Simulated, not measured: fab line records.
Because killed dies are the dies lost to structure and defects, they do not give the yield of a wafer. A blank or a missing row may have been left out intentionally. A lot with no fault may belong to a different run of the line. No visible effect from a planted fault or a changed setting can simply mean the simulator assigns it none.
Matching of chambers || flow nand-harc || pecvd-03 running NHARC_P_M1_PRE_CLEAN_32: 3 sister chambers
The step time 12 s. 3 wafers are shown with their chamber, then 7 later ones without.

## WAFERS PAIRED WITH THEIR CHAMBERS
{"wafer": "L136.2", "chamber": 1, "heater-power-w (W)": 605}
{"wafer": "L136.4", "chamber": 2, "heater-power-w (W)": 628}
{"wafer": "L138.4", "chamber": 0, "heater-power-w (W)": 569}

## WAFERS WHOSE CHAMBER IS MISSING
{"wafer": "L138.5", "heater-power-w (W)": 672}
{"wafer": "L140.2", "heater-power-w (W)": 581}
{"wafer": "L140.3", "heater-power-w (W)": 711}
{"wafer": "L140.4", "heater-power-w (W)": 576}
{"wafer": "L141.1", "heater-power-w (W)": 706}
{"wafer": "L141.2", "heater-power-w (W)": 510}
{"wafer": "L141.3", "heater-power-w (W)": 635}

## WHICH CHAMBER EACH ONE RAN IN
{"wafer": "L138.5", "from the rows above": "can't be placed: 2 or 1 or 0", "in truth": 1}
{"wafer": "L140.2", "from the rows above": "can't be placed: 0 or 1 or 2", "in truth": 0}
{"wafer": "L140.3", "from the rows above": "can't be placed: 2 or 1 or 0", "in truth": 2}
{"wafer": "L140.4", "from the rows above": "can't be placed: 0 or 1 or 2", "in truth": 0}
{"wafer": "L141.1", "from the rows above": "can't be placed: 2 or 1 or 0", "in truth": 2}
{"wafer": "L141.2", "from the rows above": "can't be placed: 0 or 1 or 2", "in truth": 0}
{"wafer": "L141.3", "from the rows above": "can't be placed: 2 or 1 or 0", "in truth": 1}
0 of 7 placed correctly. Not placeable from these rows: 7 (in 7, the candidates include the true chamber). Number placed wrongly: 0.
How it was worked out, from the rows above alone: a wafer's distance from a chamber is the root of the sum, over the readings, of the square of ((its reading less the chamber's mean) divided by the reading's scatter). If the next closest chamber is less than 2 further off than the closest, the wafer can't be placed; otherwise it belongs to the closest. For every chamber, the mean is computed from those of its wafers that are shown. The scatter: root of mean squared gap, hidden wafer to nearest shown wafer, with one shown wafer a chamber.
